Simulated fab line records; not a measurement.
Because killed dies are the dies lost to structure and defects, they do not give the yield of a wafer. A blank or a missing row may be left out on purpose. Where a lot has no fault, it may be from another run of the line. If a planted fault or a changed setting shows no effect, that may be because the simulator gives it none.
Matching of chambers | flow n5-finfet | 4 sister chambers for N5_BEOL_M10_ETCH_65 on rie-diel-04
The step etches SiARC in CF4, target depth 39 nm, time 65 s. 14 wafers are shown with their chamber, then 7 later ones without.

## WAFERS, EACH WITH ITS CHAMBER
wafer  | chamber | drypump-motor-current-A (A) | showerhead-plenum-p-Torr (Torr) | etch-rf-on-time-s (s)
L075.1 | 0       | 5.85                        | 2.09                            | 63.5
L075.2 | 3       | 5.24                        | 2.19                            | 69.1
L075.3 | 2       | 5.40                        | 2.18                            | 64.4
L075.4 | 1       | 5.87                        | 2.07                            | 62.5
L075.5 | 1       | 5.88                        | 2.07                            | 62.6
L075.6 | 0       | 5.85                        | 2.09                            | 63.6
L076.2 | 3       | 5.22                        | 2.19                            | 69.0
L076.4 | 1       | 5.90                        | 2.07                            | 63.1
L076.6 | 2       | 5.40                        | 2.18                            | 64.4
L089.1 | 2       | 5.42                        | 2.17                            | 64.5
L089.2 | 1       | 5.95                        | 2.06                            | 63.1
L089.3 | 0       | 5.87                        | 2.08                            | 63.2
L089.4 | 2       | 5.42                        | 2.17                            | 63.7
L089.5 | 1       | 5.92                        | 2.06                            | 62.3

SIGNATURES (means of the wafers above)
reading                  | chamber 0 | chamber 1 | chamber 2 | chamber 3 | scatter within a chamber
drypump-motor-current-A  | 5.8567    | 5.9040    | 5.4100    | 5.2300    | 0.0223
showerhead-plenum-p-Torr | 2.0867    | 2.0660    | 2.1750    | 2.1900    | 0.00535
etch-rf-on-time-s        | 63.433    | 62.720    | 64.250    | 69.050    | 0.321
Rule: distance of a wafer from a chamber = root of the sum over the readings of ((wafer's reading minus chamber's mean) / reading's scatter) squared. If the next closest chamber is less than 2 further off than the closest, the wafer can't be placed; otherwise it belongs to the closest. The scatter: take each reading less its chamber's mean, square it, sum over the shown wafers, divide by the number of wafers less the number of chambers, and take the root.

## WAFERS WHOSE CHAMBER IS MISSING
wafer  | drypump-motor-current-A (A) | showerhead-plenum-p-Torr (Torr) | etch-rf-on-time-s (s)
L089.6 | 5.86                        | 2.08                            | 62.8
L092.1 | 5.93                        | 2.06                            | 63.5
L092.2 | 5.41                        | 2.17                            | 65.1
L092.3 | 5.88                        | 2.07                            | 63.7
L092.4 | 5.85                        | 2.07                            | 64.3
L092.5 | 5.89                        | 2.06                            | 63.4
L092.6 | 5.40                        | 2.17                            | 65.3

## WHICH CHAMBER EACH WENT THROUGH
wafer  | from the rows above     | in truth
L089.6 | can't be placed: 0 or 1 | 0
L092.1 | 1                       | 1
L092.2 | 2                       | 2
L092.3 | can't be placed: 1 or 0 | 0
L092.4 | can't be placed: 0 or 1 | 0
L092.5 | 1                       | 1
L092.6 | 2                       | 2
Placed correctly: 4 of 7. These rows do not allow placing 3 (true chamber among the candidates in 3). Number placed wrongly: 0.
